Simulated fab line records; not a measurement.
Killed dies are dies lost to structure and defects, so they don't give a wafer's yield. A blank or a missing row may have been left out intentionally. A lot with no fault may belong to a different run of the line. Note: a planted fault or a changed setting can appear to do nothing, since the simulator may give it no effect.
Split-lot experiment | flow n5_finfet | 21 wafers read from 7 lots, route of 1938 steps

ON THE SPLIT
At N5_BEOL_M13_ETCH_67 (etches SiARC in CF4, target depth 143 nm, time 238.3 s), the setting bias_w was moved away from the recipe's 36 W on 6 of the 21 wafers read, by -17.2% to +17.1%. The other wafers ran this setting at the recipe's value.

The reading is taken at the split's own step.

THE READING
rf_vpp_V, in V, at N5_BEOL_M13_ETCH_67 (etches SiARC in CF4, target depth 143 nm, time 238.3 s). Fault-free wafers of this fab line usually give 184.1 V, standard deviation 1.2 V.

wafer  | tool, chamber at the split | bias_w as run, W | against the recipe | rf_vpp_V, V | against lot-mates on the recipe
L075.2 | rie_diel-03, 2             | 36               | recipe             | 183.9       | -
L075.3 | rie_diel-03, 0             | 36               | recipe             | 185.4       | -
L075.6 | rie_diel-03, 1             | 36               | recipe             | 183.2       | -
L079.2 | rie_diel-01, 3             | 42.14            | +17.1%             | 205.2       | +21.1
L079.5 | rie_diel-01, 3             | 42.14            | +17.1%             | 203.4       | +19.3
L079.6 | rie_diel-01, 2             | 36               | recipe             | 184.1       | -
L078.2 | rie_diel-04, 2             | 36               | recipe             | 182.6       | -
L078.3 | rie_diel-04, 0             | 38.81            | +7.8%              | 192.0       | +9.4
L078.6 | rie_diel-04, 0             | 38.81            | +7.8%              | 193.4       | +10.8
L083.1 | rie_diel-01, 3             | 36               | recipe             | 184.6       | -
L083.4 | rie_diel-01, 2             | 36               | recipe             | 184.3       | -
L083.6 | rie_diel-01, 2             | 36               | recipe             | 183.4       | -
L082.1 | rie_diel-04, 0             | 29.81            | -17.2%             | 163.6       | -19.7
L082.5 | rie_diel-04, 3             | 36               | recipe             | 182.3       | -
L082.6 | rie_diel-04, 0             | 36               | recipe             | 184.3       | -
L087.1 | rie_diel-04, 1             | 33.93            | -5.8%              | 175.2       | -8.7
L087.4 | rie_diel-04, 2             | 36               | recipe             | 184.2       | -
L087.5 | rie_diel-04, 3             | 36               | recipe             | 183.5       | -
L088.2 | rie_diel-03, 2             | 36               | recipe             | 184.4       | -
L088.5 | rie_diel-03, 1             | 36               | recipe             | 183.6       | -
L088.6 | rie_diel-03, 2             | 36               | recipe             | 184.4       | -

THE FIT
A straight line over all 21 wafers: rf_vpp_V changes by +1.2 V for each +1% of bias_w; r = +0.99; the points scatter about the line by 0.89 V.
The same after taking each lot's own level away (the mean of its wafers on the recipe; 21 wafers): +1.2 V for each +1%; r = +1.00; scatter 0.85 V.
According to that fit, moving bias_w by its largest amount changes the reading by 21 V.
The span of the lots' own levels, 182.60 to 184.17 V, comes to 1.3 times the standard deviation stated above.
The two slopes are in agreement: the lot-to-lot level therefore moves the slope only a little.
Check: -21.1 V against its lot-mates is what the line predicts for one of the wafers moved furthest among these (-17.2%) when that wafer is left out of the fit. Against them it came out at -19.7 V.
Tool readings at the split's step, against how far the setting was moved: rf_vpp_V r = +0.99.

FURTHER SPLITS ON THESE WAFERS
Before the reading, these wafers also passed through other splits. Each is held against what the fit with the lots' levels taken away leaves over:
other split on the same wafers     | wafers away from the commonest value | r with rf_vpp_V (lot level and that fit taken away)
N5_BEOL_M8_ILD_DEP_00 time_s       | 7                                    | -0.09
N5_BEOL_M9_ILD_DEP_00 time_s       | 6                                    | +0.14
N5_BEOL_M9_COAT_05 spin_rpm        | 4                                    | +0.04
N5_BEOL_M9_ETCH_66 time_s          | 9                                    | +0.11
N5_BEOL_M11_PECVD_70 temp_c        | 5                                    | -0.57
N5_BEOL_M11_HM_DEP_02 target_thk_a | 7                                    | -0.29

THE FILE'S OWN FIT
rf_vpp_V changes by +1.19 V for each +1% of bias_w, r = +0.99.
